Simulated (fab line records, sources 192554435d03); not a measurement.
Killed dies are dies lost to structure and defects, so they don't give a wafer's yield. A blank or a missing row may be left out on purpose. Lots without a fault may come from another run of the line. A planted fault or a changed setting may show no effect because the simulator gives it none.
Chamber matching | flow n5_finfet | N5_BEOL_M0_SAQP_CUT_ETCH_46 on rie_diel-05: 4 sister chambers
The step etches SOC in N2/H2, target depth 135 nm, overetch 27 nm, time 202.5 s. 16 wafers are shown with their chamber, then 8 later ones without.

WAFERS WITH THEIR CHAMBER
wafer  | chamber | showerhead_plenum_p_Torr (Torr) | drypump_motor_current_A (A) | throttle_valve_pct (%)
L077.1 | 3       | 2.62                            | 6.3                         | 17.86
L077.2 | 2       | 2.59                            | 5.3                         | 18.04
L077.3 | 3       | 2.62                            | 6.2                         | 17.87
L080.2 | 2       | 2.58                            | 5.3                         | 18.07
L080.3 | 3       | 2.62                            | 6.2                         | 17.86
L080.6 | 3       | 2.62                            | 6.2                         | 17.87
L081.1 | 3       | 2.62                            | 6.3                         | 17.89
L081.3 | 0       | 2.61                            | 5.9                         | 17.79
L081.6 | 0       | 2.61                            | 5.9                         | 17.77
L083.1 | 0       | 2.61                            | 5.9                         | 17.79
L083.2 | 2       | 2.58                            | 5.3                         | 18.06
L083.6 | 2       | 2.58                            | 5.3                         | 18.06
L085.1 | 1       | 2.45                            | 6.1                         | 17.81
L085.2 | 3       | 2.62                            | 6.2                         | 17.89
L085.3 | 0       | 2.61                            | 6.0                         | 17.79
L087.3 | 2       | 2.58                            | 5.3                         | 18.07

SIGNATURES (means of the wafers above)
reading                  | chamber 0 | chamber 1 | chamber 2 | chamber 3 | scatter within a chamber
showerhead_plenum_p_Torr | 2.6100    | 2.4500    | 2.5820    | 2.6200    | 0.00258
drypump_motor_current_A  | 5.925     | 6.100     | 5.300     | 6.233     | 0.0417
throttle_valve_pct       | 17.7850   | 17.8100   | 18.0600   | 17.8733   | 0.0124
Rule: a wafer's distance from a chamber is the root of the sum, over the readings, of the square of ((its reading less the chamber's mean) divided by the reading's scatter). The wafer belongs to the nearest chamber; if the next one is less than 2 further off, it can't be placed. The scatter: the root of (the sum of the squares of (reading less its chamber's mean) over the shown wafers, divided by (wafers less chambers)).

WAFERS WITHOUT THEIR CHAMBER
wafer  | showerhead_plenum_p_Torr (Torr) | drypump_motor_current_A (A) | throttle_valve_pct (%)
L087.4 | 2.60                            | 5.9                         | 17.81
L087.5 | 2.58                            | 5.3                         | 18.07
L094.1 | 2.57                            | 5.3                         | 18.08
L094.2 | 2.44                            | 6.2                         | 17.82
L094.4 | 2.61                            | 6.2                         | 17.94
L097.1 | 2.61                            | 6.2                         | 17.92
L097.4 | 2.57                            | 5.3                         | 18.12
L097.6 | 2.57                            | 5.3                         | 18.10

WHICH CHAMBER EACH WENT THROUGH
wafer  | from the rows above | in truth
L087.4 | 0                   | 0
L087.5 | 2                   | 2
L094.1 | 2                   | 2
L094.2 | 1                   | 1
L094.4 | 3                   | 3
L097.1 | 3                   | 3
L097.4 | 2                   | 2
L097.6 | 2                   | 2
Placed correctly: 8 of 8. Can't be placed from these rows: 0. Placed wrongly: 0.
